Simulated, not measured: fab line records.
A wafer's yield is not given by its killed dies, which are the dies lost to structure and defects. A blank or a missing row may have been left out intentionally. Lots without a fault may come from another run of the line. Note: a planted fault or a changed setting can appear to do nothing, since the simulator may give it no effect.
Which tool is to blame?	flow nand harc	72 wafers from 24 lots sampled at 6 of the route's 1159 steps

## WHAT THE GAUGES SHOWED, per wafer
The record lacks any reading of a measuring or inspecting step that a usual standard deviation could be used to judge.

## WHICH TOOL RAN EACH LOT (tool, then ch and the chambers of the sampled wafers, then the start)
lot	NHARC_A_STAIRCASE_ETCH_221	NHARC_A_STAIRCASE_ETCH_253	NHARC_A_STAIRCASE_HM_OPEN_460	NHARC_A_STAIRCASE_DEP_301	NHARC_A_STAIRCASE_ETCHBACK_422	NHARC_A_STAIRCASE_DEP_471
L074	rie diel-04 ch 0,2,3, day 11 08:26 or earlier	rie diel-01 ch 2,3, day 11 08:26	rie diel-02 ch 0,1, day 11 18:06 or earlier	pecvd-02 ch 0,2, day 11 18:06	rie diel-01 ch 1,3, day 13 16:59	pecvd-01 ch 0,1,2, day 13 17:59
L075	rie diel-01 ch 0,2, day 11 17:50 or earlier	rie diel-01 ch 1,2,3, day 11 17:50	rie diel-04 ch 1,2, day 12 04:28 or earlier	pecvd-03 ch 1,2, day 12 04:28	rie diel-01 ch 0,1,2, day 14 02:49	pecvd-02 ch 0,1,2, day 14 03:31
L077	rie diel-02 ch 0,1, day 11 18:08 or earlier	rie diel-04 ch 1,2,3, day 11 18:08	rie diel-01 ch 0,3, day 12 05:11 or earlier	pecvd-01 ch 0,1, day 12 05:11	rie diel-02 ch 0,3, day 14 03:17	pecvd-03 ch 1,2, day 14 03:55
L076	rie diel-04 ch 0,1,3, day 11 20:20 or earlier	rie diel-01 ch 0,2, day 11 20:20	rie diel-04 ch 1,3, day 12 06:59 or earlier	pecvd-02 ch 0,1, day 12 06:59	rie diel-01 ch 0,1,3, day 14 03:44	pecvd-03 ch 0,2, day 14 04:23
L079	rie diel-01 ch 0,2,3, day 12 07:41 or earlier	rie diel-02 ch 0,2,3, day 12 07:41	rie diel-01 ch 1,3, day 12 15:55 or earlier	pecvd-01 ch 1,2, day 12 15:55	rie diel-04 ch 1,3, day 14 15:55	pecvd-03 ch 0,2, day 14 16:38
L078	rie diel-04 ch 0,1, day 12 09:47 or earlier	rie diel-04 ch 0,2,3, day 12 09:47	rie diel-04 ch 0,2, day 12 19:40 or earlier	pecvd-02 ch 0,2, day 12 19:40	rie diel-01 ch 0,1, day 14 22:40	pecvd-01 ch 0,1,2, day 14 23:34
L081	rie diel-01 ch 0,1,2, day 12 13:13 or earlier	rie diel-04 ch 0,2,3, day 12 13:13	rie diel-04 ch 1,2,3, day 12 23:11 or earlier	pecvd-02 ch 0,1,2, day 12 23:11	rie diel-01 ch 0,1,2, day 14 21:14	pecvd-02 ch 0,1,2, day 14 22:07
L080	rie diel-01 ch 0,1,2, day 12 14:10 or earlier	rie diel-02 ch 0,1,3, day 12 14:10	rie diel-02 ch 0,2, day 13 00:49 or earlier	pecvd-02 ch 0,1,2, day 13 00:49	rie diel-01 ch 0,1,2, day 14 20:32	pecvd-01 ch 0,1, day 14 21:38
L082	rie diel-02 ch 1,2,3, day 13 06:22 or earlier	rie diel-01 ch 0,1,3, day 13 06:22	rie diel-01 ch 1,2,3, day 13 17:02 or earlier	pecvd-01 ch 0,1,2, day 13 17:02	rie diel-04 ch 0,1,3, day 15 14:49	pecvd-02 ch 1,2, day 15 16:51
L083	rie diel-01 ch 0,1, day 13 06:41 or earlier	rie diel-01 ch 0,1,3, day 13 06:41	rie diel-04 ch 0,2,3, day 13 18:50 or earlier	pecvd-03 ch 2, day 13 18:50	rie diel-01 ch 0,2,3, day 15 18:56	pecvd-03 ch 0,2, day 15 20:00
L084	rie diel-01 ch 1,2,3, day 14 02:58 or earlier	rie diel-02 ch 1,2,3, day 14 02:58	rie diel-02 ch 0,2,3, day 14 11:27 or earlier	pecvd-01 ch 0,2, day 14 11:27	rie diel-01 ch 0,2, day 16 16:15	pecvd-02 ch 0,1,2, day 16 16:57
L085	rie diel-02 ch 0,2,3, day 14 04:37 or earlier	rie diel-04 ch 1,2,3, day 14 04:37	rie diel-02 ch 0,1,3, day 14 13:18 or earlier	pecvd-02 ch 0,1,2, day 14 13:18	rie diel-02 ch 0,1,2, day 16 16:32	pecvd-03 ch 0,2, day 16 17:11
L088	rie diel-04 ch 0,1,2, day 14 16:17 or earlier	rie diel-02 ch 0,1,3, day 14 16:17	rie diel-01 ch 0,1,2, day 15 00:20 or earlier	pecvd-01 ch 0,1,2, day 15 00:20	rie diel-02 ch 0,1,2, day 17 01:16	pecvd-03 ch 0,1,2, day 17 01:59
L087	rie diel-04 ch 0,3, day 14 18:34 or earlier	rie diel-01 ch 2,3, day 14 18:34	rie diel-04 ch 0,1, day 15 04:32 or earlier	pecvd-01 ch 0,1, day 15 04:32	rie diel-01 ch 0,1,2, day 17 03:12	pecvd-01 ch 0,1,2, day 17 04:14
L086	rie diel-01 ch 0,1,3, day 14 18:28 or earlier	rie diel-01 ch 0,1,2, day 14 18:28	rie diel-04 ch 0,2,3, day 15 03:35 or earlier	pecvd-03 ch 0,1,2, day 15 03:35	rie diel-04 ch 1,2,3, day 17 01:28	pecvd-02 ch 1,2, day 17 02:08
L089	rie diel-01 ch 1,2,3, day 15 03:34 or earlier	rie diel-04 ch 0,1,2, day 15 03:34	rie diel-04 ch 0,1,2, day 15 13:41 or earlier	pecvd-02 ch 0,1,2, day 15 13:41	rie diel-02 ch 0,1,3, day 17 12:35	pecvd-02 ch 0,1, day 17 13:13
L090	rie diel-04 ch 1,2, day 15 05:44 or earlier	rie diel-04 ch 0,3, day 15 05:44	rie diel-01 ch 0,2, day 15 19:42 or earlier	pecvd-03 ch 0,1,2, day 15 19:42	rie diel-01 ch 0,1,3, day 17 13:03	pecvd-03 ch 0,1,2, day 17 13:43
L092	rie diel-01 ch 0,1, day 15 09:31 or earlier	rie diel-04 ch 2,3, day 15 09:31	rie diel-04 ch 0,1, day 16 01:10 or earlier	pecvd-02 ch 1,2, day 16 01:10	rie diel-02 ch 0,1,3, day 18 05:30	pecvd-01 ch 0,2, day 18 06:13
L091	rie diel-02 ch 0,1,3, day 15 10:17 or earlier	rie diel-04 ch 0,2,3, day 15 10:17	rie diel-01 ch 0,1,2, day 16 03:01 or earlier	pecvd-03 ch 1,2, day 16 03:01	rie diel-02 ch 0,1,2, day 18 05:14	pecvd-03 ch 0,2, day 18 05:55
L094	rie diel-02 ch 0,1,2, day 15 19:12 or earlier	rie diel-01 ch 0,2,3, day 15 19:12	rie diel-02 ch 0,1,2, day 16 07:37 or earlier	pecvd-02 ch 1,2, day 16 07:37	rie diel-04 ch 0,2,3, day 18 09:30	pecvd-03 ch 0,2, day 18 10:07
L093	rie diel-04 ch 0,2,3, day 15 21:14 or earlier	rie diel-04 ch 1,2,3, day 15 21:14	rie diel-04 ch 0,2, day 16 09:17 or earlier	pecvd-03 ch 0,1,2, day 16 09:17	rie diel-02 ch 2,3, day 18 09:22	pecvd-02 ch 1,2, day 18 10:04
L095	rie diel-04 ch 0,1, day 16 13:34 or earlier	rie diel-02 ch 1,2,3, day 16 13:34	rie diel-02 ch 1,2,3, day 16 21:55 or earlier	pecvd-03 ch 1,2, day 16 21:55	rie diel-04 ch 0,2,3, day 19 00:55	pecvd-03 ch 0,1, day 19 01:33
L097	rie diel-02 ch 1,3, day 16 17:14 or earlier	rie diel-04 ch 0,1,2, day 16 17:14	rie diel-01 ch 0,2, day 16 21:22	pecvd-03 ch 1,2, day 17 06:03	rie diel-04 ch 0,3, day 19 08:40	pecvd-02 ch 0,1, day 19 09:26
L096	rie diel-01 ch 0,2, day 17 06:12 or earlier	rie diel-02 ch 0,1,3, day 17 06:12	rie diel-04 ch 0,1,3, day 17 14:43 or earlier	pecvd-02 ch 1,2, day 17 14:43	rie diel-04 ch 1,3, day 19 14:33	pecvd-02 ch 0,2, day 19 15:19
- NHARC_A_STAIRCASE_ETCH_221: etches the open film in C4F8/O2, target depth 100 nm, time 40.5 s.
- NHARC_A_STAIRCASE_ETCH_253: etches the open film in C4F8/O2, target depth 50 nm, time 20.2 s.
- NHARC_A_STAIRCASE_HM_OPEN_460: chemistry O2/COS.
- NHARC_A_STAIRCASE_DEP_301: deposits SiON, target thk 30 nm.
- NHARC_A_STAIRCASE_ETCHBACK_422: etches the open film in CH3F/O2, target depth 40 nm, time 74.286 s.
- NHARC_A_STAIRCASE_DEP_471: deposits SiO2, target thk 100 nm.

## WHAT THE TOOLS THEMSELVES READ (means of the sampled wafers that have a number; where no wafer has one, the mark that the record gives instead)
NHARC_A_STAIRCASE_ETCH_221.
lot	tool	oes product au (a.u.)	rf vpp V (V)
L074	rie diel-04	0.928	894
L075	rie diel-01	0.937	890
L077	rie diel-02	0.957	897
L076	rie diel-04	0.955	894
L079	rie diel-01	0.946	892
L078	rie diel-04	0.927	897
L081	rie diel-01	0.939	889
L080	rie diel-01	0.935	889
L082	rie diel-02	0.965	894
L083	rie diel-01	0.965	887
L084	rie diel-01	0.944	892
L085	rie diel-02	0.943	892
L088	rie diel-04	0.928	896
L087	rie diel-04	0.930	894
L086	rie diel-01	0.941	897
L089	rie diel-01	0.927	898
L090	rie diel-04	0.932	895
L092	rie diel-01	0.944	893
L091	rie diel-02	0.948	896
L094	rie diel-02	0.947	899
L093	rie diel-04	0.955	894
L095	rie diel-04	0.929	896
L097	rie diel-02	0.955	897
L096	rie diel-01	0.932	891

NHARC_A_STAIRCASE_ETCH_253.
lot	tool	oes product au (a.u.)	rf vpp V (V)
L074	rie diel-01	0.945	895
L075	rie diel-01	0.960	893
L077	rie diel-04	0.961	894
L076	rie diel-01	0.961	890
L079	rie diel-02	0.971	892
L078	rie diel-04	0.988	894
L081	rie diel-04	0.975	894
L080	rie diel-02	0.975	897
L082	rie diel-01	0.976	891
L083	rie diel-01	0.980	889
L084	rie diel-02	0.938	894
L085	rie diel-04	0.962	894
L088	rie diel-02	0.950	896
L087	rie diel-01	0.945	895
L086	rie diel-01	0.949	896
L089	rie diel-04	0.960	895
L090	rie diel-04	0.949	892
L092	rie diel-04	0.966	891
L091	rie diel-04	0.957	893
L094	rie diel-01	0.952	893
L093	rie diel-04	0.970	894
L095	rie diel-02	0.964	899
L097	rie diel-04	0.961	894
L096	rie diel-02	0.939	896

NHARC_A_STAIRCASE_HM_OPEN_460.
lot	tool	drypump motor current A (A)	mfc ar sccm (sccm)	oes product au (a.u.)	rf vpp V (V)	showerhead plenum p Torr (Torr)	throttle valve pct (%)
L074	rie diel-02	5.7	0.010	1.015	467.2	3.15	28.328
L075	rie diel-04	5.2	0.028	1.005	468.0	3.12	28.328
L077	rie diel-01	5.7	0.008	1.006	464.7	3.01	28.333
L076	rie diel-04	5.0	0.022	1.010	467.4	3.08	28.324
L079	rie diel-01	5.0	0.014	0.998	464.1	2.99	28.339
L078	rie diel-04	5.7	0.018	0.994	467.0	3.11	28.336
L081	rie diel-04	5.4	0.017	1.014	466.4	3.07	28.325
L080	rie diel-02	5.7	0.023	1.000	464.8	3.02	28.335
L082	rie diel-01	5.5	0.011	0.999	465.2	3.03	28.336
L083	rie diel-04	5.6	0.012	0.999	465.2	3.06	28.332
L084	rie diel-02	5.5	0.027	1.010	465.5	3.03	28.328
L085	rie diel-02	5.6	0.023	1.000	467.6	3.12	28.331
L088	rie diel-01	5.6	0.003	0.997	467.3	3.10	28.329
L087	rie diel-04	5.4	0.024	1.004	467.8	3.11	28.332
L086	rie diel-04	5.6	0.012	0.998	465.5	3.06	28.328
L089	rie diel-04	5.5	0.023	1.006	467.3	3.10	28.329
L090	rie diel-01	6.0	0.000	0.998	463.6	2.95	28.336
L092	rie diel-04	5.2	0.028	1.011	465.8	3.11	28.329
L091	rie diel-01	5.6	0.003	0.994	466.6	3.10	28.336
L094	rie diel-02	5.6	0.013	1.016	468.5	3.20	28.338
L093	rie diel-04	5.7	0.018	0.999	466.7	3.09	28.334
L095	rie diel-02	5.4	0.017	1.013	469.6	3.21	28.328
L097	rie diel-01	6.0	0.000	1.004	463.8	2.95	28.331
L096	rie diel-04	5.3	0.017	1.003	466.1	3.05	28.333

NHARC_A_STAIRCASE_DEP_301.
lot	tool	heater power w (W)
L074	pecvd-02	639
L075	pecvd-03	721
L077	pecvd-01	727
L076	pecvd-02	628
L079	pecvd-01	734
L078	pecvd-02	654
L081	pecvd-02	687
L080	pecvd-02	667
L082	pecvd-01	722
L083	pecvd-03	607
L084	pecvd-01	686
L085	pecvd-02	655
L088	pecvd-01	747
L087	pecvd-01	705
L086	pecvd-03	637
L089	pecvd-02	666
L090	pecvd-03	635
L092	pecvd-02	675
L091	pecvd-03	625
L094	pecvd-02	624
L093	pecvd-03	605
L095	pecvd-03	579
L097	pecvd-03	652
L096	pecvd-02	645

NHARC_A_STAIRCASE_ETCHBACK_422.
lot	tool	drypump motor current A (A)	mfc ar sccm (sccm)	oes product au (a.u.)	rf vpp V (V)	showerhead plenum p Torr (Torr)	throttle valve pct (%)
L074	rie diel-01	5.2	200.1	0.99	244.2	2.41	20.663
L075	rie diel-01	5.6	200.9	0.93	241.7	2.32	20.666
L077	rie diel-02	5.6	199.6	0.93	244.5	2.45	20.660
L076	rie diel-01	5.4	200.0	0.93	243.2	2.35	20.663
L079	rie diel-04	5.2	200.3	0.99	243.7	2.39	20.668
L078	rie diel-01	5.5	199.5	1.00	243.0	2.41	20.662
L081	rie diel-01	5.6	200.4	0.99	243.8	2.44	20.662
L080	rie diel-01	5.6	200.1	1.01	243.7	2.44	20.674
L082	rie diel-04	5.3	199.8	0.93	244.0	2.41	20.665
L083	rie diel-01	5.8	200.1	1.00	243.0	2.38	20.657
L084	rie diel-01	6.0	200.0	0.92	243.1	2.32	20.666
L085	rie diel-02	5.6	200.6	1.02	244.8	2.52	20.663
L088	rie diel-02	5.6	199.7	1.02	245.3	2.52	20.663
L087	rie diel-01	5.6	200.5	0.97	244.6	2.44	20.659
L086	rie diel-04	5.3	200.4	0.92	243.1	2.40	20.663
L089	rie diel-02	5.6	200.5	1.01	244.8	2.45	20.659
L090	rie diel-01	5.4	200.1	0.97	244.9	2.47	20.662
L092	rie diel-02	5.6	199.5	1.02	245.7	2.45	20.662
L091	rie diel-02	5.6	199.9	0.94	244.6	2.51	20.660
L094	rie diel-04	5.5	200.3	1.01	244.1	2.39	20.682
L093	rie diel-02	5.3	200.3	0.93	246.2	2.58	20.656
L095	rie diel-04	5.5	199.4	0.93	243.6	2.39	20.671
L097	rie diel-04	5.4	200.4	0.93	242.7	2.36	20.665
L096	rie diel-04	5.0	200.0	0.94	244.2	2.40	20.660

NHARC_A_STAIRCASE_DEP_471.
lot	tool	heater power w (W)	throttle valve pct (%)
L074	pecvd-01	539	15.3
L075	pecvd-02	483	16.0
L077	pecvd-03	454	16.7
L076	pecvd-03	444	16.3
L079	pecvd-03	374	15.9
L078	pecvd-01	540	15.3
L081	pecvd-02	486	16.0
L080	pecvd-01	551	14.7
L082	pecvd-02	431	15.5
L083	pecvd-03	415	16.1
L084	pecvd-02	449	16.1
L085	pecvd-03	440	16.2
L088	pecvd-03	428	16.3
L087	pecvd-01	522	15.3
L086	pecvd-02	439	15.7
L089	pecvd-02	491	16.5
L090	pecvd-03	462	16.6
L092	pecvd-01	505	15.1
L091	pecvd-03	460	16.3
L094	pecvd-03	396	16.4
L093	pecvd-02	490	15.8
L095	pecvd-03	498	16.7
L097	pecvd-02	450	16.6
L096	pecvd-02	424	16.2

## THE ANSWER, worked out from the rows above alone
Rule: the lots themselves supply what counts as usual. Put in order of their means at a reading, lots are off if they are a third of the lots or fewer, leave a main group of 4 or more, and stand apart from it by a gap of 3 or more times the standard deviation of the main group's means; of several such gaps the widest counts. A main group is skipped when, at the precision printed for the reading in the tables above, its means are all equal. A lot without any number at a reading at which 4 lots or more have one is off too. Where the step has rows for the other lots, those lots are counted as sound. Order of review: gauges by route order, followed by the tools' own readings, for which a lot's mean as printed above is used. At the first step where some lot is off, the reading lying furthest off is the one used; lots without a number count as furthest.
None of the lots is off at any reading shown; this tells nothing.

## WHAT THE SIMULATOR PUT IN
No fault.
